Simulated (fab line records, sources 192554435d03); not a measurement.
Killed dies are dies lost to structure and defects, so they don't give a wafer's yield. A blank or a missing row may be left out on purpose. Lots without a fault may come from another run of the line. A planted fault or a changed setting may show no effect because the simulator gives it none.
Chamber matching | flow n5_finfet | N5_DUMMY_GATE_ETCH_32 on rie_si-03: 4 sister chambers
The step etches SiO2 in CF4, target depth 3.5 nm, time 3.9 s. 4 wafers are shown with their chamber, then 7 later ones without.

WAFERS WITH THEIR CHAMBER
wafer  | chamber | drypump_motor_current_A (A)
L086.5 | 1       | 5.7
L089.1 | 2       | 5.4
L090.3 | 3       | 5.4
L090.4 | 0       | 5.2

WAFERS WITHOUT THEIR CHAMBER
wafer  | drypump_motor_current_A (A)
L090.6 | 5.4
L091.1 | 5.2
L091.5 | 5.1
L091.6 | 5.6
L096.1 | 5.7
L096.4 | 5.4
L096.5 | 5.7

WHICH CHAMBER EACH WENT THROUGH
wafer  | from the rows above          | in truth
L090.6 | can't be placed: 2 or 3      | 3
L091.1 | 0                            | 0
L091.5 | 0                            | 0
L091.6 | can't be placed: 1 or 2 or 3 | 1
L096.1 | 1                            | 1
L096.4 | can't be placed: 2 or 3      | 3
L096.5 | 1                            | 1
Placed correctly: 4 of 7. Can't be placed from these rows: 3 (the true chamber is among the candidates in 3). Placed wrongly: 0.
How it was worked out, from the rows above alone: a wafer's distance from a chamber is the root of the sum, over the readings, of the square of ((its reading less the chamber's mean) divided by the reading's scatter). The wafer belongs to the nearest chamber; if the next one is less than 2 further off, it can't be placed. A chamber's mean is the mean of its shown wafers. The scatter: with one shown wafer a chamber, the root of the mean of the squares of how far each hidden wafer lies from its nearest shown one.
